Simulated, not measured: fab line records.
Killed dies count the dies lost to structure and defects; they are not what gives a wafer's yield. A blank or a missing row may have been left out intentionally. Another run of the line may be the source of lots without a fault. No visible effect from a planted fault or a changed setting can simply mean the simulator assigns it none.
fab line records	flow n5Finfet
[record] lots = 9	wafers = 27	lastDay = 18
route steps=1938 shown MOL_CONTACT_COAG@573 BEOL_M4@1111
lots that met no fault: taken from a fault-free run of the same line
startH: hours from the record's opening day to when the first of the lot's shown wafers began	waitH: time in hours since the lot's previous step	" as in the row above	L1.1+2: a row that stands for several wafers	- no value, or no start given	* or withheld: withheld	< > ~ a bound
route shown NAME@n: names a module that has steps shown in the file, with the first one's number in the route	usual: mean and standard deviation over wafers with no fault	same: alike in all rows	chamber/n: place in a boat	sites: per-site readings	_std_site: standard deviation across them	_edge_site: the outer-site mean with the inner-site mean subtracted	radiusMm: for every site, how far away it sits from the centre of the wafer	mask NAME#n: copy n	behind: tool/chamber where the wafer was last shaped	hold: reason for holding the lot/hours on hold/outcome of the hold	device: the n, p or np transistor that did not switch	end of line: the route-end tests of the same wafers	for a step that has no rows: nothing shown but its recipe	killed: dies that structure and defects cost at the first sort, which is not the same as the wafer's yield	map: a wafer's dies, x killed, . not, _ none there
set.NAME: the setting as run; set.NAME@STEP: as run at that earlier step	model.NAME: the simulator's own value behind a step, which no gauge read
the route's steps for a sample of lots (tables are steps, rows are wafers)
services: the hour from which a tool's chamber was out of use, counted from the record's first day as startH (under 0 if before that day), plus the number of hours and why
[[steps]]
[step N5_MOL_CONTACT_COAG_CD_MEAS_84]
[recipe] targetCdNm = 25.1	landingEnergyEv = 500	detector = seInlens	polarity = opening
[usual] cdNm = 25.13/0.24
lot.wafer	tool	chamber	startH	waitH	cdNm
L677.3	cdSem-03	0	115.32	-	25.38
L677.4	"	0	"	"	25.16
L677.6	"	0	"	"	25.23
L682.2	cdSem-03	0	150.97	-	25.34
L682.4	"	0	"	"	24.86
L682.5	"	0	"	"	24.80
L684.1	cdSem-01	0	156.71	-	25.14
L684.5	"	0	"	"	25.14
L684.6	"	0	"	"	25.16
L685.2	cdSem-02	0	166.74	-	25.12
L685.4	"	0	"	"	25.17
L685.5	"	0	"	"	25.24
L690.2	cdSem-02	0	194.76	-	25.67
L690.3	"	0	"	"	24.84
L690.5	"	0	"	"	25.06
L694.1	cdSem-01	0	217.05	-	25.05
L694.4	"	0	"	"	25.12
L694.5	"	0	"	"	25.48
L695.2	cdSem-02	0	228.21	-	24.67
L695.4	"	0	"	"	25.21
L695.6	"	0	"	"	24.93
L696.1	cdSem-03	0	234.33	-	25.35
L696.2	"	0	"	"	25.57
L696.4	"	0	"	"	25.22
L697.2	cdSem-02	0	241.89	-	25.00
L697.4	"	0	"	"	25.41
L697.5	"	0	"	"	25.22
[step N5_MOL_CONTACT_COAG_DESCUM_88]
[recipe] chemistry = O2	timeS = 7	sourcePowerW = 50	biasPowerW = 20	pressureMtorr = 20	rfFrequencyHz = 2.712e+07	tempC = 40	resist = CAR-EUV	o2FlowSccm = 225
[usual] drypumpMotorCurrentA = 5.5/0.37	o2FlowSccm = 225.1/0.72	oesProductAu = 0.81/0.089	rfVppV = 243.4/1.4	showerheadPlenumPTorr = 2.11/0.07	throttleValvePct = 20.4/0.3
lot.wafer	tool	chamber	startH	waitH	drypumpMotorCurrentA	o2FlowSccm	oesProductAu	rfHoursCounterH	rfVppV	showerheadPlenumPTorr	throttleValvePct
L677.3	rieDiel-04	0	115.44	0.0	5.4	225.6	0.86	39	244.6	2.23	20.7
L677.4	"	1	"	"	5.8	224.7	0.67	238	243.5	2.15	20.6
L677.6	"	3	"	"	5.5	222.7	0.95	-	242.8	2.14	19.9
L682.2	rieDiel-04	3	151.65	0.6	5.5	225.6	0.92	24	242.8	2.13	19.9
L682.4	"	0	"	"	5.4	223.6	0.83	-	244.8	2.23	20.8
L682.5	"	3	"	"	5.5	226.3	0.91	-	243.2	2.13	19.9
L684.1	rieDiel-06	0	156.83	0.0	5.4	225.8	0.73	186	241.7	2.08	20.2
L684.5	"	1	"	"	5.3	223.6	0.78	-	241.5	2.02	20.7
L684.6	"	2	"	"	5.0	224.6	0.82	-	242.1	2.02	20.5
L685.2	rieDiel-03	1	166.86	0.0	5.6	223.5	0.70	233	241.8	2.07	20.5
L685.4	"	0	"	"	5.0	225.0	0.88	-	242.0	2.05	20.5
L685.5	"	1	"	"	5.6	223.7	0.70	-	243.6	2.07	20.5
L690.2	rieDiel-03	3	194.97	0.1	5.6	223.5	0.98	5	244.8	2.14	20.6
L690.3	"	0	"	"	5.1	225.3	0.86	47	243.1	2.05	20.5
L690.5	"	2	"	"	5.7	225.4	0.88	-	246.0	2.22	20.0
L694.1	rieDiel-03	2	217.17	0.0	5.7	224.6	0.87	42	245.7	2.22	20.0
L694.4	"	2	"	"	5.6	224.4	0.87	-	245.7	2.22	20.0
L694.5	"	3	"	"	5.7	225.1	0.94	-	244.7	2.14	20.6
L695.2	rieDiel-06	1	228.85	0.5	5.3	224.5	0.75	151	241.2	2.01	20.8
L695.4	"	1	"	"	5.3	225.1	0.75	-	241.5	2.01	20.8
L695.6	"	0	"	"	5.5	224.3	0.72	-	241.6	2.07	20.3
L696.1	rieDiel-03	2	234.45	0.0	5.7	226.0	0.85	51	244.6	2.22	20.0
L696.2	"	0	"	"	5.1	225.3	0.84	64	240.3	2.04	20.5
L696.4	"	0	"	"	5.1	225.8	0.84	-	242.7	2.04	20.5
L697.2	rieDiel-03	0	242.25	0.3	5.1	225.0	0.83	67	242.4	2.04	20.5
L697.4	"	1	"	"	5.5	224.8	0.95	6	243.4	2.07	20.2
L697.5	"	2	"	"	5.7	225.5	0.84	-	244.2	2.21	20.1
[step N5_MOL_CONTACT_COAG_ETCH_67]
[recipe] chemistry = N2/H2	target = SOC	targetDepthA = 600	overetchA = 210	maskMaterial = SiARC	tempC = 40	timeS = 101.2	ionEnergyEv = 200	pressureMtorr = 30	sourceW = 840	biasW = 150	n2FlowSccm = 200	h2FlowSccm = 200
[usual] drypumpMotorCurrentA = 5.6/0.36	oesProductAu = 0.69/0.071	rfFwdPowerW = 835.0/2.9	rfVppV = 524.6/2.4	showerheadPlenumPTorr = 2.57/0.083	throttleValvePct = 17.8/0.33
lot.wafer	tool	chamber	startH	waitH	drypumpMotorCurrentA	oesProductAu	rfFwdPowerW	rfHoursCounterH	rfVppV	showerheadPlenumPTorr	throttleValvePct
L677.3	rieDiel-06	2	117.19	0.0	5.0	0.70	835.0	69	521.5	2.47	18.0
L677.4	"	1	"	"	5.3	0.66	833.7	111	521.3	2.46	18.1
L677.6	"	3	"	"	6.5	0.61	834.5	-	526.9	2.63	18.1
L682.2	rieDiel-06	2	153.43	0.0	5.0	0.69	835.9	82	522.2	2.47	18.0
L682.4	"	1	"	"	5.3	0.64	833.9	125	523.0	2.46	18.1
L682.5	"	2	"	"	5.0	0.68	834.8	-	522.5	2.47	18.0
L684.1	rieDiel-06	1	158.87	0.0	5.3	0.64	834.8	127	522.7	2.46	18.1
L684.5	"	2	"	"	5.0	0.68	831.8	-	522.5	2.47	18.0
L684.6	"	3	"	"	6.5	0.61	1033.4	-	489.3	2.63	18.1
L685.2	rieDiel-06	3	168.74	0.0	6.5	0.60	1037.1	204	491.3	2.63	18.1
L685.4	"	1	"	"	5.3	0.63	836.0	130	521.2	2.45	18.1
L685.5	"	1	"	"	5.3	0.63	837.4	-	523.9	2.45	18.2
L690.2	rieDiel-04	3	196.72	0.0	5.5	0.73	830.7	41	525.8	2.58	17.3
L690.3	"	1	"	"	5.8	0.78	833.6	8	525.0	2.60	17.6
L690.5	"	1	"	"	5.8	0.78	832.9	-	525.0	2.60	17.6
L694.1	rieDiel-03	0	219.16	0.0	5.1	0.71	835.6	55	521.0	2.48	17.8
L694.4	"	2	"	"	5.7	0.72	825.8	-	526.7	2.70	17.4
L694.5	"	3	"	"	5.7	0.79	837.7	-	524.9	2.61	18.1
L695.2	rieDiel-03	1	230.60	0.0	5.6	0.81	835.2	1	522.4	2.50	17.5
L695.4	"	1	"	"	5.5	0.81	837.0	-	524.3	2.50	17.4
L695.6	"	2	"	"	5.7	0.72	833.1	-	527.5	2.69	17.4
L696.1	rieDiel-03	1	236.54	0.0	5.6	0.79	833.6	4	522.1	2.50	17.5
L696.2	"	2	"	"	5.7	0.71	828.5	52	527.1	2.69	17.4
L696.4	"	3	"	"	5.7	0.78	836.7	21	525.1	2.61	18.1
L697.2	rieDiel-03	0	244.27	0.0	5.1	0.70	836.1	68	522.0	2.47	17.8
L697.4	"	3	"	"	5.7	0.78	829.8	24	526.2	2.60	18.1
L697.5	"	2	"	"	5.7	0.71	828.7	-	528.4	2.69	17.4
[step N5_MOL_CONTACT_COAG_THK_MEAS_53]
[recipe] reads = SiO2_of_MOL_CONTACT_COAG_PECVD_31
[usual] VIA_MOL_THK = 44.2/0.64
lot.wafer	tool	chamber	startH	waitH	VIA_MOL_THK[nm]
L677.3	filmMetro-01	-	118.42	-	43.2
L677.4	"	-	"	"	44.7
L677.6	"	-	"	"	44.8
L682.2	filmMetro-01	-	154.65	-	44.6
L682.4	"	-	"	"	45.6
L682.5	"	-	"	"	45.1
L684.1	filmMetro-02	-	160.09	-	44.1
L684.5	"	-	"	"	45.6
L684.6	"	-	"	"	44.8
L685.2	filmMetro-02	-	169.96	-	44.0
L685.4	"	-	"	"	44.8
L685.5	"	-	"	"	44.6
L690.2	filmMetro-01	-	197.99	-	43.4
L690.3	"	-	"	"	43.8
L690.5	"	-	"	"	44.3
L694.1	filmMetro-01	-	220.38	-	44.4
L694.4	"	-	"	"	44.9
L694.5	"	-	"	"	45.3
L695.2	filmMetro-01	-	231.82	-	44.4
L695.4	"	-	"	"	44.6
L695.6	"	-	"	"	46.1
L696.1	filmMetro-01	-	237.82	-	43.1
L696.2	"	-	"	"	43.9
L696.4	"	-	"	"	44.2
L697.2	filmMetro-02	-	245.53	-	44.3
L697.4	"	-	"	"	44.8
L697.5	"	-	"	"	44.9
[step N5_BEOL_M4_RC_MEAS_101]
[usual] DIBL_N = 36.4/1.4	DIBL_P = 36.3/1.8	IOFF_N = 0.163/0.024	IOFF_P = 0.21/0.034	ION_N = 673/11	ION_P = 461/7.4	SS_N = 71.6/0.52	SS_P = 73.3/0.58	VT_N = 249.4/2.5	VT_P = -250/3.5
lot.wafer	tool	chamber	startH	waitH	DIBL_N[mV/V]	DIBL_P[mV/V]	IOFF_N[nA/um]	IOFF_P[nA/um]	ION_N[uA/um]	ION_P[uA/um]	SS_N[mV/dec]	SS_P[mV/dec]	VT_N[mV]	VT_P[mV]
L677.3	prober-02	0	186.20	0.3	36.8	37.2	0.173	0.19	674	449	71.8	73.8	246.7	-254
L677.4	"	0	"	"	36.2	36.3	0.167	0.19	685	455	71.4	72.5	246.7	-254
L677.6	"	0	"	"	35.0	35.3	0.147	0.17	668	453	71.9	72.8	251.3	-254
L682.2	prober-02	0	212.44	0.2	36.0	36.8	0.169	0.23	665	461	72.1	73.5	248.2	-247
L682.4	"	0	"	"	35.0	35.7	0.145	0.21	666	457	71.0	73.2	248.0	-249
L682.5	"	0	"	"	36.5	37.7	0.174	0.26	680	475	71.9	73.9	247.9	-244
L684.1	prober-02	0	218.60	0.0	37.4	37.7	0.189	0.24	675	464	71.9	73.2	245.7	-250
L684.5	"	0	"	"	37.1	37.6	0.195	0.24	708	472	71.1	73.7	246.1	-247
L684.6	"	0	"	"	35.2	35.3	0.146	0.20	686	470	71.2	73.1	252.9	-251
L685.2	prober-01	0	228.92	0.2	34.6	33.8	0.134	0.18	676	462	71.2	71.9	249.4	-255
L685.4	"	0	"	"	36.2	35.3	0.156	0.19	675	458	71.5	74.2	248.3	-251
L685.5	"	0	"	"	35.7	34.9	0.144	0.19	675	463	71.9	73.3	249.2	-254
L690.2	prober-02	0	261.20	0.2	37.7	35.9	0.174	0.21	663	451	72.5	73.4	252.2	-249
L690.3	"	0	"	"	35.0	33.7	0.124	0.17	661	455	71.4	73.3	254.1	-250
L690.5	"	0	"	"	35.7	33.7	0.138	0.17	653	448	71.8	72.7	252.6	-256
L694.1	prober-01	0	286.41	0.0	39.8	39.1	0.201	0.26	667	458	71.8	74.0	250.8	-245
L694.4	"	0	"	"	38.6	37.8	0.186	0.25	684	467	71.5	73.6	249.1	-245
L694.5	"	0	"	"	38.2	37.4	0.171	0.23	666	463	71.7	73.3	248.9	-247
L696.1	prober-02	0	300.13	0.0	35.3	31.4	0.130	0.15	674	453	71.3	72.9	250.6	-258
L696.2	"	0	"	"	34.5	30.9	0.117	0.14	669	450	70.8	72.6	251.5	-257
L696.4	"	0	"	"	35.9	32.4	0.137	0.16	660	446	70.6	72.0	250.8	-255
L695.2	prober-02	0	303.23	0.2	35.1	34.8	0.137	0.19	665	460	70.9	73.0	250.8	-250
L695.4	"	0	"	"	36.0	35.2	0.146	0.20	666	455	71.1	72.9	251.1	-250
L695.6	"	0	"	"	35.1	35.0	0.142	0.20	662	456	70.9	72.6	248.0	-248
L697.2	prober-01	0	306.09	0.2	37.4	35.5	0.158	0.23	674	466	71.0	73.2	249.3	-247
L697.4	"	0	"	"	40.3	38.7	0.217	0.30	691	465	72.4	73.9	245.3	-242
L697.5	"	0	"	"	36.6	33.9	0.146	0.22	656	458	71.6	72.1	254.2	-247
[[services]]
tool	chamber	startH	hours	kind
rieDiel-03	0	111.09	14.0	repair
rieDiel-03	3	148.21	-	clean
rieDiel-03	3	148.21	-	consumableReplace:focusRing
rieDiel-03	3	148.21	29.4	scheduledDown
rieDiel-03	3	148.21	29.4	ventCycle
rieDiel-04	1	149.34	-	clean
rieDiel-04	1	149.34	-	consumableReplace:focusRing
rieDiel-04	1	149.34	18.4	scheduledDown
rieDiel-04	1	149.34	18.4	ventCycle
rieDiel-03	1	211.40	-	clean
rieDiel-03	1	211.40	-	consumableReplace:focusRing
rieDiel-03	1	211.40	17.4	scheduledDown
rieDiel-03	1	211.40	17.4	ventCycle
rieDiel-06	3	226.21	11.0	repair
[[key]]
[firstSign] step = N5_MOL_CONTACT_COAG_ETCH_67	reading = rfFwdPowerW	direction = up	sigmas = 69	usual = *	struck = *
[effect] step = N5_MOL_CONTACT_COAG_ETCH_67	reading = rfVppV	direction = down	sigmas = 14	usual = 524.6	struck = 490.3
metAt N5_MOL_CONTACT_COAG_ETCH_67
struckLots L684,L685
struckWafers L684.6,L685.2
notActingAt N5_MOL_CONTACT_COAG_CD_MEAS_84,N5_MOL_CONTACT_COAG_DESCUM_88,N5_MOL_CONTACT_COAG_THK_MEAS_53
onsetBetween 117.19 158.87
[fault] kind = processParameterDrift	tool = rieDiel-06	chamber = 3	onsetH = 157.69	steps = N5_MOL_CONTACT_COAG_ETCH_67	channel = sourceW	offset = 201.6	shape = step	endH = 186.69	actsIn = theseRecipesOnly	stated = 840
